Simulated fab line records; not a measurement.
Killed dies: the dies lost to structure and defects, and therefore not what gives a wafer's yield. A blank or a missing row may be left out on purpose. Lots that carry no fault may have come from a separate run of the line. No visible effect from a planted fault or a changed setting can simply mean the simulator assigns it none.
Split-lot trial    flow n5-finfet    route with 1938 steps; 7 lots, 21 wafers read

== ON THE SPLIT ==
At N5_SD_EPI_P_ETCH_37 (etches SOC in N2/H2, overetch 108 nm, time 486 s), the setting source-w was moved away from the recipe's 3000 W on 6 of the 21 wafers read, by -16.2% to +5.2%. This setting was run at the recipe's value on the other wafers.

The split's own step is where the reading is taken.

== THE READING ==
rf-vpp-V, in V, at N5_SD_EPI_P_ETCH_37 (etches SOC in N2/H2, overetch 108 nm, time 486 s). Typical for fault-free wafers on this fab line: 240.8 V, with standard deviation 1.3 V.

wafer   tool, chamber at the split  source-w as run, W  against the recipe  rf-vpp-V, V  against lot-mates on the recipe
L074.1  rie-diel-04, 0              2859                -4.7%               246.0        +6.9
L074.2  rie-diel-04, 2              3000                recipe              238.8        -
L074.5  rie-diel-04, 1              3000                recipe              239.4        -
L075.1  rie-diel-02, 0              3000                recipe              240.1        -
L075.2  rie-diel-02, 2              3000                recipe              240.9        -
L075.3  rie-diel-02, 3              3000                recipe              241.5        -
L077.1  rie-diel-06, 1              3000                recipe              242.2        -
L077.3  rie-diel-06, 0              3000                recipe              240.6        -
L077.5  rie-diel-06, 1              3000                recipe              241.2        -
L080.1  rie-diel-06, 0              3142                +4.7%               236.5        -4.6
L080.2  rie-diel-06, 1              3000                recipe              241.8        -
L080.6  rie-diel-06, 3              3000                recipe              240.4        -
L088.1  rie-diel-02, 2              3000                recipe              239.5        -
L088.2  rie-diel-02, 0              3000                recipe              240.3        -
L088.4  rie-diel-02, 3              2782                -7.3%               247.3        +7.4
L092.1  rie-diel-02, 2              2515                -16.2%              254.4        +12.1
L092.2  rie-diel-02, 1              3000                recipe              242.0        -
L092.3  rie-diel-02, 3              3000                recipe              242.6        -
L093.1  rie-diel-06, 2              3000                recipe              239.8        -
L093.2  rie-diel-06, 3              3156                +5.2%               236.0        -3.8
L093.5  rie-diel-06, 1              3156                +5.2%               238.2        -1.6

FIT RESULTS
A straight line over all 21 wafers: rf-vpp-V changes by -0.846 V for each +1% of source-w; r = -0.96; the points scatter about the line by 1.1 V.
The same after taking each lot's own level away (the mean of its wafers on the recipe; 21 wafers): -0.794 V for each +1%; r = -0.96; scatter 1.1 V.
That fit puts the effect of the largest move of source-w on the reading at 13 V.
The span of the lots' own levels, 239.10 to 242.30 V, comes to 2.5 times the standard deviation stated above.
The two slopes agree, so the slope changes little with the lot-to-lot level.
Check: with one of the wafers moved furthest among these (-16.2%) left out of the fit, the line predicts +15 V for it against its lot-mates. Against them it came out at +12.1 V.
Tool readings at the split's step, against how far the setting was moved: rf-vpp-V r = -0.96.

== OTHER SPLITS ON THESE WAFERS ==
Before the reading, these wafers also passed through other splits. Each is held against what the fit with the lots' levels taken away leaves over:
other split on the same wafers   wafers away from the commonest value  r with rf-vpp-V (lot level and that fit taken away)
N5_FIN_SAQP_PEB_14 peb-time-s    7                                     -0.01
N5_FIN_SAQP_ETCH_65 time-s       6                                     -0.24
N5_DUMMY_GATE_COAT_09 spin-rpm   8                                     -0.18
N5_DUMMY_GATE_EXPOSE_12 dose-mj  7                                     -0.05
N5_SD_EPI_P_DESCUM_14 time-s     4                                     +0.11

== THE WHOLE CHAIN: every reading that the file lists as answering this split, in the file's order ==
step                     what it does                                                 reading                                                                            change (the file's fit)                r (the file's)
N5_SD_EPI_P_ETCH_37      etches SOC in N2/H2, overetch 108 nm, time 486 s             rf-vpp-V                                                                           -0.824 V for each +1% of the setting   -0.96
N5_SD_EPI_P_ETCH_37      etches SOC in N2/H2, overetch 108 nm, time 486 s             SiARC_of_SD_EPI_P_COAT_35.thk-nm (the simulator's own value, which no gauge read)  -0.115 nm for each +1% of the setting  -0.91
N5_SD_EPI_P_ETCHBACK_46  etches SiNx in CH3F/O2, stops on SiO2, target depth 17.5 nm  SiARC_of_SD_EPI_P_COAT_35.thk-nm (the simulator's own value, which no gauge read)  -0.108 nm for each +1% of the setting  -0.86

== FILE'S OWN FIT ==
rf-vpp-V changes by -0.824 V for each +1% of source-w, r = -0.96.
